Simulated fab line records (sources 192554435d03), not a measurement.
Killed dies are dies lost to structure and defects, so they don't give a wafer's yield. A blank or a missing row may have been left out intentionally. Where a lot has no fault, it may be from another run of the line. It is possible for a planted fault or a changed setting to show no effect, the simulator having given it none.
fab line records -- flow n5Finfet
record lots=7, wafers=21
route steps=1938 shown BEOL_M7@1299 BEOL_M8@1368 BEOL_M9@1440 BEOL_M11@1536
startH: the number of hours between the record's first day and the start of the first shown wafer of the lot -- waitH: hours since the lot's step before -- " unchanged from the row above -- L1.1+2: a single row standing in for several wafers -- - value missing, or start not given -- * or withheld: withheld -- < > ~ a bound
route shown NAME@n: names a module that has steps shown in the file, with the first one's number in the route -- usual: the fault-free wafers' mean and standard deviation -- same: alike in all rows -- chamber/n: place in a boat -- sites: the reading at each site -- _std_site: the values' standard deviation -- _edge_site: inner sites' mean taken away from outer sites' mean -- radiusMm: how far each site lies from the wafer's centre -- mask NAME#n: copy n -- behind: tool/chamber where the wafer was last shaped -- hold: the reason the lot was held/the length of the hold in hours/how it ended -- device: the transistor (n, p or np) that didn't switch -- end of line: at the end of the route, the tests of the same wafers -- step lacking rows: just its recipe -- killed: dies lost to structure and defects at the first sort, not the wafer's yield -- map: shows each die of a wafer: x if killed, . if not, _ if none is there
set.NAME: setting as actually run; set.NAME@STEP: the setting as run at that earlier step -- model.NAME: the simulator's own value behind a step, which no gauge read
lots with deliberately changed settings; one table per step, one row per wafer
## steps
# step N5_BEOL_M7_DESCUM_33
# recipe chemistry=O2, timeS=7, sourcePowerW=50, biasPowerW=20, pressureMtorr=20, rfFrequencyHz=2.712e+07, tempC=40, resist=CAR-EUV, o2FlowSccm=225
lot.wafer,tool,chamber,startH,waitH,set.timeS,model.CAR-EUV_of_BEOL_M7_COAT_22.thkNm
L075.3+5+6,rieDiel-04,"0,0,1",257.36,0.3,7,26
L076.2,rieDiel-04,1,266.24,0.1,7,26
L076.4+6,rieDiel-04,3,266.24,0.1,7.833,25.6
L074.1,rieDiel-06,3,266.34,0.0,8.264,25.4
L074.3+5,rieDiel-06,"0,3",266.34,0.0,7,26.2
L077.1+5,rieDiel-06,3,281.41,0.0,6.361,26.4
L077.2,rieDiel-06,0,281.41,0.0,7,26
L084.3+5,rieDiel-01,"0,1",315.32,0.2,7,26.2
L084.4,rieDiel-01,2,315.32,0.2,7.782,25.8
L086.1,rieDiel-01,3,378.75,0.1,7,26
L086.3,rieDiel-01,0,378.75,0.1,5.769,26.6
L086.5,rieDiel-01,1,378.75,0.1,7,26.2
L096.4+5+6,rieDiel-01,"2,0,3",398.51,0.0,7,26
# step N5_BEOL_M7_ETCH_72
# recipe chemistry=N2/H2, target=underlayer, targetDepthA=65, maskMaterial=CAR-EUV, timeS=5.2, ionEnergyEv=200, pressureMtorr=30, sourceW=840, biasW=150, n2FlowSccm=200, h2FlowSccm=200, ends=cleared
lot.wafer,tool,chamber,startH,waitH,set.timeS@BEOL_M7_DESCUM_33,model.CAR-EUV_of_BEOL_M7_COAT_22.thkNm
L075.3+5+6,rieDiel-04,"0,0,1",257.39,0.0,7,20.2
L076.2,rieDiel-04,1,266.28,0.0,7,20.4
L076.4+6,rieDiel-04,3,266.28,0.0,7.833,19.8
L074.1,rieDiel-06,3,266.37,0.0,8.264,19.6
L074.3+5,rieDiel-06,"0,3",266.37,0.0,7,20.4
L077.1,rieDiel-06,3,281.45,0.0,6.361,20.8
L077.2,rieDiel-06,0,281.45,0.0,7,20.2
L077.5,rieDiel-06,3,281.45,0.0,6.361,20.6
L084.3+5,rieDiel-01,"0,1",315.36,0.0,7,20.4
L084.4,rieDiel-01,2,315.36,0.0,7.782,20
L086.1+5,rieDiel-01,"3,1",378.79,0.0,7,20.4
L086.3,rieDiel-01,0,378.79,0.0,5.769,21
L096.4+6,rieDiel-01,"2,3",398.54,0.0,7,20.2
L096.5,rieDiel-01,0,398.54,0.0,7,20.4
# step N5_BEOL_M7_ETCH_65
# recipe chemistry=CF4, target=SiARC, targetDepthA=156, maskMaterial=CAR-EUV, timeS=26, ionEnergyEv=80, pressureMtorr=40, sourceW=545, biasW=36, Ar_flow_sccm=100, cf4FlowSccm=100, ends=cleared
lot.wafer,tool,chamber,startH,waitH,set.timeS@BEOL_M7_DESCUM_33,model.CAR-EUV_of_BEOL_M7_COAT_22.thkNm
L075.3,rieDiel-04,0,257.41,0.0,7,11
L075.5+6,rieDiel-04,"0,1",257.41,0.0,7,11.2
L076.2,rieDiel-04,1,266.30,0.0,7,11
L076.4+6,rieDiel-04,3,266.30,0.0,7.833,10.6
L074.1,rieDiel-06,3,266.39,0.0,8.264,10.6
L074.3+5,rieDiel-06,"0,3",266.39,0.0,7,11.4
L077.1,rieDiel-06,3,281.46,0.0,6.361,11.6
L077.2,rieDiel-06,0,281.46,0.0,7,11
L077.5,rieDiel-06,3,281.46,0.0,6.361,11.4
L084.3,rieDiel-01,0,315.37,0.0,7,11.4
L084.4,rieDiel-01,2,315.37,0.0,7.782,10.8
L084.5,rieDiel-01,1,315.37,0.0,7,11.2
L086.1+5,rieDiel-01,"3,1",378.81,0.0,7,11.2
L086.3,rieDiel-01,0,378.81,0.0,5.769,11.8
L096.4+5+6,rieDiel-01,"2,0,3",398.56,0.0,7,11
# step N5_BEOL_M8_DESCUM_33
# recipe chemistry=O2, timeS=7, sourcePowerW=50, biasPowerW=20, pressureMtorr=20, rfFrequencyHz=2.712e+07, tempC=40, resist=CAR-EUV, o2FlowSccm=225
lot.wafer,tool,chamber,startH,waitH,set.timeS,model.CAR-EUV_of_BEOL_M8_COAT_22.thkNm
L075.3+5+6,rieDiel-05,"3,1,0",267.30,0.1,7,26.2
L076.2+4+6,rieDiel-02,"2,1,0",274.73,0.0,7,26.2
L074.1+3,rieDiel-05,"1,0",274.90,0.0,7,26
L074.5,rieDiel-05,0,274.90,0.0,7.766,25.6
L077.1+2+5,rieDiel-03,"1,3,1",287.70,0.6,7,26
L084.3+5,rieDiel-05,"1,3",321.25,0.0,7,26
L084.4,rieDiel-05,2,321.25,0.0,8.238,25.4
L086.1,rieDiel-05,2,388.32,0.0,7,26
L086.3+5,rieDiel-05,"1,3",388.32,0.0,5.976,26.6
L096.4,rieDiel-02,0,409.53,0.2,7,26.2
L096.5,rieDiel-02,3,409.53,0.2,7,26
L096.6,rieDiel-02,0,409.53,0.2,5.601,26.8
# step N5_BEOL_M8_ETCH_72
# recipe chemistry=N2/H2, target=underlayer, targetDepthA=65, maskMaterial=CAR-EUV, timeS=5.2, ionEnergyEv=200, pressureMtorr=30, sourceW=840, biasW=150, n2FlowSccm=200, h2FlowSccm=200, ends=cleared
lot.wafer,tool,chamber,startH,waitH,set.h2FlowSccm,set.timeS@BEOL_M8_DESCUM_33,model.CAR-EUV_of_BEOL_M8_COAT_22.thkNm
L075.3+5+6,rieDiel-05,"3,1,0",267.34,0.0,200,7,20.4
L076.2+6,rieDiel-02,"2,0",274.76,0.0,209.7,7,20.6
L076.4,rieDiel-02,1,274.76,0.0,200,7,20.4
L074.1,rieDiel-05,1,274.93,0.0,200,7,20.4
L074.3,rieDiel-05,0,274.93,0.0,200,7,20.2
L074.5,rieDiel-05,0,274.93,0.0,200,7.766,20
L077.1+5,rieDiel-03,1,287.75,0.0,200,7,20.4
L077.2,rieDiel-03,3,287.75,0.0,191.4,7,20.4
L084.3+5,rieDiel-05,"1,3",321.29,0.0,200,7,20.2
L084.4,rieDiel-05,2,321.29,0.0,213.7,8.238,19.8
L086.1,rieDiel-05,2,388.35,0.0,194.6,7,20.2
L086.3,rieDiel-05,1,388.35,0.0,194.6,5.976,20.8
L086.5,rieDiel-05,3,388.35,0.0,200,5.976,20.8
L096.4,rieDiel-02,0,409.57,0.0,193.1,7,20.4
L096.5,rieDiel-02,3,409.57,0.0,200,7,20.4
L096.6,rieDiel-02,0,409.57,0.0,200,5.601,21
# step N5_BEOL_M8_ETCH_65
# recipe chemistry=CF4, target=SiARC, targetDepthA=156, maskMaterial=CAR-EUV, timeS=26, ionEnergyEv=80, pressureMtorr=40, sourceW=545, biasW=36, Ar_flow_sccm=100, cf4FlowSccm=100, ends=cleared
lot.wafer,tool,chamber,startH,waitH,set.timeS@BEOL_M8_DESCUM_33,model.CAR-EUV_of_BEOL_M8_COAT_22.thkNm
L075.3+5+6,rieDiel-05,"3,1,0",267.35,0.0,7,11.2
L076.2+6,rieDiel-02,"2,0",274.78,0.0,7,11.4
L076.4,rieDiel-02,1,274.78,0.0,7,11.2
L074.1+3,rieDiel-05,"1,0",274.95,0.0,7,11.2
L074.5,rieDiel-05,0,274.95,0.0,7.766,10.8
L077.1+2+5,rieDiel-03,"1,3,1",287.78,0.0,7,11.2
L084.3+5,rieDiel-05,"1,3",321.30,0.0,7,11
L084.4,rieDiel-05,2,321.30,0.0,8.238,10.6
L086.1,rieDiel-05,2,388.37,0.0,7,11
L086.3+5,rieDiel-05,"1,3",388.37,0.0,5.976,11.6
L096.4+5,rieDiel-02,"0,3",409.60,0.0,7,11.2
L096.6,rieDiel-02,0,409.60,0.0,5.601,11.8
# step N5_BEOL_M8_VIA_ETCH_34
# recipe chemistry=C4F6/O2, target=SiCOH_lowk, targetDepthA=1255, maskMaterial=SOC, taperDeg=4, timeS=50.5, ionEnergyEv=250, pressureMtorr=30, sourceW=345, biasW=185, Ar_flow_sccm=300, C4F6_flow_sccm=10, O2_flow_sccm=10
# usual rfVppV=665/12
lot.wafer,tool,chamber,startH,waitH,set.sourceW,rfVppV
L075.3,rieDiel-05,3,267.48,0.0,345,651
L075.5,rieDiel-05,1,267.48,0.0,345,657
L075.6,rieDiel-05,0,267.48,0.0,345,666
L076.2,rieDiel-02,2,274.91,0.0,290.9,745
L076.4,rieDiel-02,1,274.91,0.0,290.9,716
L076.6,rieDiel-02,0,274.91,0.0,290.9,735
L074.1,rieDiel-05,1,275.08,0.0,345,657
L074.3,rieDiel-05,0,275.08,0.0,327.9,686
L074.5,rieDiel-05,0,275.08,0.0,345,666
L077.1,rieDiel-03,1,287.97,0.0,345,648
L077.2,rieDiel-03,3,287.97,0.0,301.5,730
L077.5,rieDiel-03,1,287.97,0.0,345,649
L084.3,rieDiel-05,1,321.43,0.0,345,656
L084.4,rieDiel-05,2,321.43,0.0,345,658
L084.5,rieDiel-05,3,321.43,0.0,345,653
L086.1,rieDiel-05,2,388.50,0.0,345,658
L086.3,rieDiel-05,1,388.50,0.0,324.8,679
L086.5,rieDiel-05,3,388.50,0.0,324.8,673
L096.4,rieDiel-02,0,409.80,0.0,345,671
L096.5,rieDiel-02,3,409.80,0.0,316,694
L096.6,rieDiel-02,0,409.80,0.0,316,703
# step N5_BEOL_M8_TRENCH_ETCH_37
# recipe chemistry=C4F6/O2, targetDepthA=934.78, target=SiCOH_lowk, timeS=31.2, ionEnergyEv=250, pressureMtorr=30, sourceW=345, biasW=185, Ar_flow_sccm=300, C4F6_flow_sccm=10, O2_flow_sccm=10
# usual rfVppV=665/12
lot.wafer,tool,chamber,startH,waitH,set.sourceW,rfVppV
L075.3,rieDiel-05,3,-,-,345,651
L075.5,rieDiel-05,1,-,-,345,655
L075.6,rieDiel-05,0,-,-,345,667
L076.2,rieDiel-02,2,-,-,285.7,751
L076.4,rieDiel-02,1,-,-,345,657
L076.6,rieDiel-02,0,-,-,345,674
L074.1,rieDiel-05,1,-,-,345,658
L074.3,rieDiel-05,0,-,-,345,668
L074.5,rieDiel-05,0,-,-,365.4,647
L077.1,rieDiel-03,1,-,-,345,650
L077.2,rieDiel-03,3,-,-,345,680
L077.5,rieDiel-03,1,-,-,345,648
L084.3,rieDiel-05,1,-,-,345,657
L084.4,rieDiel-05,2,-,-,284.4,727
L084.5,rieDiel-05,3,-,-,284.4,719
L086.1,rieDiel-05,2,-,-,290.2,720
L086.3,rieDiel-05,1,-,-,345,658
L086.5,rieDiel-05,3,-,-,290.2,713
L096.4,rieDiel-02,0,-,-,296.6,727
L096.5,rieDiel-02,3,-,-,345,663
L096.6,rieDiel-02,0,-,-,296.6,727
# step N5_BEOL_M9_ETCH_66
# recipe chemistry=N2/H2, target=SOC, targetDepthA=800, overetchA=160, maskMaterial=SiARC, tempC=40, timeS=120, ionEnergyEv=200, pressureMtorr=30, sourceW=840, biasW=150, n2FlowSccm=200, h2FlowSccm=200
lot.wafer,tool,chamber,startH,waitH,set.timeS,model.SiARC_of_BEOL_M9_COAT_64.thkNm
L075.3+6,rieDiel-01,0,275.15,0.0,120,6.2
L075.5,rieDiel-01,1,275.15,0.0,120,6.6
L074.1,rieDiel-04,1,284.43,0.0,120,6.4
L074.3+5,rieDiel-04,0,284.43,0.0,120,6.6
L076.2,rieDiel-06,0,284.70,0.0,120,6.6
L076.4,rieDiel-06,1,284.70,0.0,120,6.4
L076.6,rieDiel-06,3,284.70,0.0,101.1,7.4
L077.1,rieDiel-04,3,297.24,0.0,129.5,5.6
L077.2,rieDiel-04,2,297.24,0.0,129.5,6.4
L077.5,rieDiel-04,1,297.24,0.0,120,6.4
L084.3,rieDiel-06,1,331.06,0.0,94.99,7.6
L084.4+5,rieDiel-06,"0,3",331.06,0.0,120,6.6
L086.1+5,rieDiel-04,1,395.79,0.0,120,6.4
L086.3,rieDiel-04,3,395.79,0.0,120,6.2
L096.4,rieDiel-06,1,417.98,0.0,105.1,7.2
L096.5,rieDiel-06,1,417.98,0.0,120,6.4
L096.6,rieDiel-06,2,417.98,0.0,105.1,6.8
# step N5_BEOL_M9_TRENCH_ETCH_37
# recipe chemistry=C4F6/O2, targetDepthA=1514.3, target=SiCOH_lowk, timeS=49, ionEnergyEv=250, pressureMtorr=30, sourceW=345, biasW=185, Ar_flow_sccm=300, C4F6_flow_sccm=10, O2_flow_sccm=10
lot.wafer,tool,chamber,startH,waitH,set.timeS,model.BEOL_M9.featureDepthNm,model.etch.depthNm
L075.3,rieDiel-01,0,-,-,49,155.6,155.6
L075.5,rieDiel-01,1,-,-,49,149.4,149.4
L075.6,rieDiel-01,0,-,-,49,157.2,157.2
L074.1,rieDiel-04,1,-,-,49,152.4,152.4
L074.3,rieDiel-04,0,-,-,53.64,164.4,164.4
L074.5,rieDiel-04,0,-,-,53.64,164.2,164.3
L076.2,rieDiel-06,0,-,-,49,153.6,153.7
L076.4,rieDiel-06,1,-,-,49,157.4,157.4
L076.6,rieDiel-06,3,-,-,49,150.4,150.5
L077.1,rieDiel-04,3,-,-,42.29,134.4,134.4
L077.2,rieDiel-04,2,-,-,49,148.4,148.4
L077.5,rieDiel-04,1,-,-,49,154.6,154.7
L084.3,rieDiel-06,1,-,-,49,153.8,153.7
L084.4,rieDiel-06,0,-,-,49,150.2,150.2
L084.5,rieDiel-06,3,-,-,49,148.8,148.8
L086.1,rieDiel-04,1,-,-,49,153,153
L086.3,rieDiel-04,3,-,-,49,152,152
L086.5,rieDiel-04,1,-,-,49,151.8,151.9
L096.4,rieDiel-06,1,-,-,42.01,129.8,129.8
L096.5,rieDiel-06,1,-,-,42.01,129.6,129.6
L096.6,rieDiel-06,2,-,-,42.01,134.2,134.2
# step N5_BEOL_M9_ETCH_41
# recipe chemistry=CH3F/O2, target=SiCN, targetDepthA=366, taperDeg=2, timeS=70.1, ionEnergyEv=120, maskMaterial=TiN, pressureMtorr=30, sourceW=395, biasW=75, Ar_flow_sccm=150, CH3F_flow_sccm=30, O2_flow_sccm=20
# step N5_BEOL_M9_STRIP_80
# recipe chemistry=N2/H2, timeS=10, powerW=450, tempC=40, pressureMtorr=20, rfFrequencyHz=6e+07, biasPowerW=7, n2FlowSccm=200, h2FlowSccm=200
# step N5_BEOL_M9_OCD_MEAS_38
# usual trenchDepthNm=152/3.4
lot.wafer,tool,chamber,startH,waitH,set.timeS@BEOL_M9_TRENCH_ETCH_37,trenchDepthNm
L075.3,ocd-02,-,275.53,-,49,156
L075.5,ocd-02,-,275.53,-,49,150
L075.6,ocd-02,-,275.53,-,49,157
L074.1,ocd-01,-,284.81,-,49,152
L074.3,ocd-01,-,284.81,-,53.64,165
L074.5,ocd-01,-,284.81,-,53.64,164
L076.2,ocd-02,-,285.07,-,49,153
L076.4,ocd-02,-,285.07,-,49,157
L076.6,ocd-02,-,285.07,-,49,151
L077.1,ocd-02,-,297.62,-,42.29,135
L077.2,ocd-02,-,297.62,-,49,149
L077.5,ocd-02,-,297.62,-,49,154
L084.3,ocd-02,-,331.44,-,49,154
L084.4,ocd-02,-,331.44,-,49,151
L084.5,ocd-02,-,331.44,-,49,148
L086.1,ocd-02,-,396.16,-,49,153
L086.3,ocd-02,-,396.16,-,49,152
L086.5,ocd-02,-,396.16,-,49,152
L096.4,ocd-02,-,418.36,-,42.01,129
L096.5,ocd-02,-,418.36,-,42.01,130
L096.6,ocd-02,-,418.36,-,42.01,135
# step N5_BEOL_M11_ILD_DEP_00
# recipe material=SiCOH_lowk, targetThkA=3085.1, tempC=300, precursor=DEMS/porogen, pressureTorr=5, rfW=500, timeS=58
lot.wafer,tool,chamber,startH,waitH,set.timeS,model.SiCOH_lowk_of_BEOL_M11_ILD_DEP_00.thkNm
L075.3,pecvd-04,0,288.09,0.0,58,310.4
L075.5,pecvd-04,1,288.09,0.0,58,307.2
L075.6,pecvd-04,0,288.09,0.0,58,320.4
L074.1,pecvd-04,2,294.09,0.0,58,307.4
L074.3,pecvd-04,0,294.09,0.0,58,314.4
L074.5,pecvd-04,0,294.09,0.0,58,317
L076.2,pecvd-02,0,296.76,0.0,58,305.4
L076.4,pecvd-02,2,296.76,0.0,53.19,288
L076.6,pecvd-02,1,296.76,0.0,58,309.2
L077.1,pecvd-04,1,308.85,0.0,62.92,334.6
L077.2,pecvd-04,0,308.85,0.0,58,311.8
L077.5,pecvd-04,2,308.85,0.0,58,313.2
L084.3,pecvd-04,2,343.85,0.0,50.81,275.8
L084.4,pecvd-04,2,343.85,0.0,58,317.8
L084.5,pecvd-04,1,343.85,0.0,50.81,274
L086.1,pecvd-04,0,409.11,0.0,58,308
L086.3,pecvd-04,1,409.11,0.0,51.2,270.8
L086.5,pecvd-04,2,409.11,0.0,58,312.8
L096.4,pecvd-01,0,427.56,0.1,58,316.6
L096.5,pecvd-01,2,427.56,0.1,58,311
L096.6,pecvd-01,1,427.56,0.1,50.84,269.8
# step N5_BEOL_M11_CURE_71
# recipe tempC=385, timeS=240, ambient=He/Ar, material=SiCOH_lowk
lot.wafer,tool,chamber,startH,waitH,set.timeS@BEOL_M11_ILD_DEP_00,model.SiCOH_lowk_of_BEOL_M11_ILD_DEP_00.thkNm
L075.3,uvCure-02,2,288.39,0.3,58,269.6
L075.5,uvCure-02,2,288.39,0.3,58,267
L075.6,uvCure-02,2,288.39,0.3,58,278.6
L074.1,uvCure-02,0,294.17,0.0,58,267
L074.3,uvCure-02,0,294.17,0.0,58,273.2
L074.5,uvCure-02,0,294.17,0.0,58,275.6
L076.2,uvCure-01,2,296.92,0.1,58,265.2
L076.4,uvCure-01,2,296.92,0.1,53.19,249.8
L076.6,uvCure-01,2,296.92,0.1,58,268.6
L077.1,uvCure-03,0,308.93,0.0,62.92,291
L077.2,uvCure-03,0,308.93,0.0,58,271
L077.5,uvCure-03,0,308.93,0.0,58,272
L084.3,uvCure-01,0,344.08,0.2,50.81,239.2
L084.4,uvCure-01,0,344.08,0.2,58,276.2
L084.5,uvCure-01,0,344.08,0.2,50.81,237.6
L086.1,uvCure-01,2,409.18,0.0,58,267.6
L086.3,uvCure-01,2,409.18,0.0,51.2,234.8
L086.5,uvCure-01,2,409.18,0.0,58,271.8
L096.4,uvCure-03,1,428.17,0.6,58,275
L096.5,uvCure-03,1,428.17,0.6,58,270.2
L096.6,uvCure-03,1,428.17,0.6,50.84,234
# step N5_BEOL_M11_THK_MEAS_01
# recipe reads=SiCOH_lowk_of_BEOL_M11_ILD_DEP_00
# usual M11_ILD_THK=269/3.9
lot.wafer,tool,chamber,startH,waitH,set.timeS@BEOL_M11_ILD_DEP_00,M11_ILD_THK[nm]
L075.3,filmMetro-01,-,288.75,0.3,58,270
L075.5,filmMetro-01,-,288.75,0.3,58,267
L075.6,filmMetro-01,-,288.75,0.3,58,279
L074.1,filmMetro-02,-,294.68,0.4,58,267
L074.3,filmMetro-02,-,294.68,0.4,58,273
L074.5,filmMetro-02,-,294.68,0.4,58,276
L076.2,filmMetro-01,-,297.35,0.4,58,265
L076.4,filmMetro-01,-,297.35,0.4,53.19,250
L076.6,filmMetro-01,-,297.35,0.4,58,269
L077.1,filmMetro-02,-,309.44,0.4,62.92,291
L077.2,filmMetro-02,-,309.44,0.4,58,271
L077.5,filmMetro-02,-,309.44,0.4,58,272
L084.3,filmMetro-02,-,344.44,0.3,50.81,239
L084.4,filmMetro-02,-,344.44,0.3,58,276
L084.5,filmMetro-02,-,344.44,0.3,50.81,238
L086.1,filmMetro-02,-,409.70,0.4,58,268
L086.3,filmMetro-02,-,409.70,0.4,51.2,235
L086.5,filmMetro-02,-,409.70,0.4,58,272
L096.4,filmMetro-02,-,428.69,0.4,58,275
L096.5,filmMetro-02,-,428.69,0.4,58,270
L096.6,filmMetro-02,-,428.69,0.4,50.84,234
# step N5_BEOL_M11_COAT_22
# recipe resist=CAR-ArF, spinRpm=1500, resistThkNm=90
lot.wafer,tool,chamber,startH,waitH,set.spinRpm,model.CAR-ArF_of_BEOL_M11_COAT_22.thkNm
L075.3,lithoTrack-05,0,-,-,1500,89.2
L075.5+6,lithoTrack-05,0,-,-,1500,89.4
L074.1+3,lithoTrack-05,0,-,-,1500,89.8
L074.5,lithoTrack-05,0,-,-,1500,90
L076.2,lithoTrack-02,0,-,-,1616,86.6
L076.4,lithoTrack-02,0,-,-,1500,89.8
L076.6,lithoTrack-02,0,-,-,1616,86.4
L077.1+5,lithoTrack-05,0,-,-,1651,85.6
L077.2,lithoTrack-05,0,-,-,1651,85.8
L084.3,lithoTrack-02,0,-,-,1500,90
L084.4,lithoTrack-02,0,-,-,1383,93.6
L084.5,lithoTrack-02,0,-,-,1500,89.8
L086.1+3,lithoTrack-03,0,-,-,1500,90.2
L086.5,lithoTrack-03,0,-,-,1500,90
L096.4,lithoTrack-03,0,-,-,1500,90.4
L096.5+6,lithoTrack-03,0,-,-,1543,88.8
# step N5_BEOL_M11_EXPOSE_25
# recipe maskId=V10, na=1.35, sourceShape=annular, sigmaInner=0.5, sigmaOuter=0.8, polarization=unpolarized, doseMj=85.5
lot.wafer,tool,chamber,startH,waitH,mask,set.doseMj
L075.3+5+6,arfiScanner-03,0,291.79,-,V10#0,85.5
L074.1,arfiScanner-01,0,296.94,-,V10#0,83.13
L074.3+5,arfiScanner-01,0,296.94,-,V10#0,85.5
L076.2+4+6,arfiScanner-01,0,300.97,-,V10#0,85.5
L077.1+5,arfiScanner-03,0,313.86,-,V10#0,79.28
L077.2,arfiScanner-03,0,313.86,-,V10#0,85.5
L084.3+4+5,arfiScanner-02,0,349.78,-,V10#0,85.5
L086.1,arfiScanner-02,0,413.06,-,V10#0,89.54
L086.3+5,arfiScanner-02,0,413.06,-,V10#0,85.5
L096.4+6,arfiScanner-02,0,432.55,-,V10#0,85.5
L096.5,arfiScanner-02,0,432.55,-,V10#0,90.29
# step N5_BEOL_M11_PEB_26
# recipe pebTempC=withheld, pebTimeS=60, resist=CAR-ArF
# step N5_BEOL_M11_DEVELOP_27
# recipe developTimeS=30, developer=TMAH, resist=CAR-ArF, rinseLiquid=diw, dry=airSpin, devTempC=23
# step N5_BEOL_M11_CD_MEAS_28
# recipe targetCdNm=70, landingEnergyEv=500, detector=seInlens, polarity=opening
# usual cdNm=69.8/0.95
lot.wafer,tool,chamber,startH,waitH,set.doseMj@BEOL_M11_EXPOSE_25,cdNm
L075.3,cdSem-02,0,291.91,-,85.5,71.0
L075.5,cdSem-02,0,291.91,-,85.5,71.0
L075.6,cdSem-02,0,291.91,-,85.5,71.3
L074.1,cdSem-03,0,297.07,-,83.13,66.8
L074.3,cdSem-03,0,297.07,-,85.5,69.7
L074.5,cdSem-03,0,297.07,-,85.5,69.5
L076.2,cdSem-03,0,301.10,-,85.5,71.8
L076.4,cdSem-03,0,301.10,-,85.5,69.5
L076.6,cdSem-03,0,301.10,-,85.5,71.8
L077.1,cdSem-02,0,313.99,-,79.28,64.6
L077.2,cdSem-02,0,313.99,-,85.5,70.3
L077.5,cdSem-02,0,313.99,-,79.28,64.4
L084.3,cdSem-03,0,349.90,-,85.5,69.4
L084.4,cdSem-03,0,349.90,-,85.5,68.7
L084.5,cdSem-03,0,349.90,-,85.5,68.5
L086.1,cdSem-03,0,413.19,-,89.54,73.5
L086.3,cdSem-03,0,413.19,-,85.5,69.4
L086.5,cdSem-03,0,413.19,-,85.5,69.8
L096.4,cdSem-01,0,432.66,-,85.5,70.4
L096.5,cdSem-01,0,432.66,-,90.29,75.6
L096.6,cdSem-01,0,432.66,-,85.5,69.9
# step N5_BEOL_M11_DESCUM_33
# recipe chemistry=O2, timeS=7.9, sourcePowerW=50, biasPowerW=20, pressureMtorr=20, rfFrequencyHz=2.712e+07, tempC=40, resist=CAR-ArF, o2FlowSccm=225
lot.wafer,tool,chamber,startH,waitH,set.spinRpm@BEOL_M11_COAT_22,model.CAR-ArF_of_BEOL_M11_COAT_22.thkNm
L075.3,rieDiel-04,0,291.99,0.0,1500,82.6
L075.5+6,rieDiel-04,"0,3",291.99,0.0,1500,82.8
L074.1+3,rieDiel-01,"0,3",297.25,0.1,1500,83.2
L074.5,rieDiel-01,2,297.25,0.1,1500,83.4
L076.2,rieDiel-04,2,301.20,0.0,1616,80
L076.4,rieDiel-04,1,301.20,0.0,1500,83.2
L076.6,rieDiel-04,2,301.20,0.0,1616,79.8
L077.1+2,rieDiel-06,"0,1",314.08,0.0,1651,79.2
L077.5,rieDiel-06,2,314.08,0.0,1651,79
L084.3,rieDiel-04,1,350.02,0.0,1500,83.4
L084.4,rieDiel-04,0,350.02,0.0,1383,87.2
L084.5,rieDiel-04,2,350.02,0.0,1500,83.2
L086.1,rieDiel-06,3,413.31,0.1,1500,83.6
L086.3,rieDiel-06,1,413.31,0.1,1500,83.8
L086.5,rieDiel-06,1,413.31,0.1,1500,83.4
L096.4,rieDiel-06,2,432.74,0.0,1500,83.8
L096.5+6,rieDiel-06,"3,0",432.74,0.0,1543,82.2
## key
split step=N5_BEOL_M7_DESCUM_33, setting=timeS, stated=7, by=wafer
response step=N5_BEOL_M7_DESCUM_33, reading=model.CAR-EUV_of_BEOL_M7_COAT_22.thkNm, change=-0.0367, per=1%, r=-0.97
response step=N5_BEOL_M7_ETCH_72, reading=model.CAR-EUV_of_BEOL_M7_COAT_22.thkNm, change=-0.0418, per=1%, r=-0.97
response step=N5_BEOL_M7_ETCH_65, reading=model.CAR-EUV_of_BEOL_M7_COAT_22.thkNm, change=-0.0405, per=1%, r=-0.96
split step=N5_BEOL_M8_DESCUM_33, setting=timeS, stated=7, by=wafer
response step=N5_BEOL_M8_DESCUM_33, reading=model.CAR-EUV_of_BEOL_M8_COAT_22.thkNm, change=-0.0361, per=1%, r=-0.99
response step=N5_BEOL_M8_ETCH_72, reading=model.CAR-EUV_of_BEOL_M8_COAT_22.thkNm, change=-0.0298, per=1%, r=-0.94
response step=N5_BEOL_M8_ETCH_65, reading=model.CAR-EUV_of_BEOL_M8_COAT_22.thkNm, change=-0.0308, per=1%, r=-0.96
split step=N5_BEOL_M8_ETCH_72, setting=h2FlowSccm, stated=200, by=wafer
response none clear
split step=N5_BEOL_M8_VIA_ETCH_34, setting=sourceW, stated=345, by=wafer
response step=N5_BEOL_M8_VIA_ETCH_34, reading=rfVppV, change=-5.12, per=1%, r=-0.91
split step=N5_BEOL_M8_TRENCH_ETCH_37, setting=sourceW, stated=345, by=wafer
response step=N5_BEOL_M8_TRENCH_ETCH_37, reading=rfVppV, change=-4.18, per=1%, r=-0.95
split step=N5_BEOL_M9_ETCH_66, setting=timeS, stated=120, by=wafer
response step=N5_BEOL_M9_ETCH_66, reading=model.SiARC_of_BEOL_M9_COAT_64.thkNm, change=-0.0507, per=1%, r=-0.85
split step=N5_BEOL_M9_TRENCH_ETCH_37, setting=timeS, stated=49, by=wafer
response step=N5_BEOL_M9_TRENCH_ETCH_37, reading=model.BEOL_M9.featureDepthNm, change=+1.25, per=1%, r=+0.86
response step=N5_BEOL_M9_TRENCH_ETCH_37, reading=model.etch.depthNm, change=+1.25, per=1%, r=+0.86
response step=N5_BEOL_M9_OCD_MEAS_38, reading=trenchDepthNm, change=+1.25, per=1%, r=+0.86
split step=N5_BEOL_M11_ILD_DEP_00, setting=timeS, stated=58, by=wafer
response step=N5_BEOL_M11_ILD_DEP_00, reading=model.SiCOH_lowk_of_BEOL_M11_ILD_DEP_00.thkNm, change=+3.23, per=1%, r=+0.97
response step=N5_BEOL_M11_CURE_71, reading=model.SiCOH_lowk_of_BEOL_M11_ILD_DEP_00.thkNm, change=+2.84, per=1%, r=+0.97
response step=N5_BEOL_M11_THK_MEAS_01, reading=M11_ILD_THK, change=+2.84, per=1%, r=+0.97
split step=N5_BEOL_M11_COAT_22, setting=spinRpm, stated=1500, by=wafer
response step=N5_BEOL_M11_COAT_22, reading=model.CAR-ArF_of_BEOL_M11_COAT_22.thkNm, change=-0.458, per=1%, r=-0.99
response step=N5_BEOL_M11_DESCUM_33, reading=model.CAR-ArF_of_BEOL_M11_COAT_22.thkNm, change=-0.47, per=1%, r=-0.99
split step=N5_BEOL_M11_EXPOSE_25, setting=doseMj, stated=85.5, by=wafer
response step=N5_BEOL_M11_CD_MEAS_28, reading=cdNm, change=+0.867, per=1%, r=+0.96
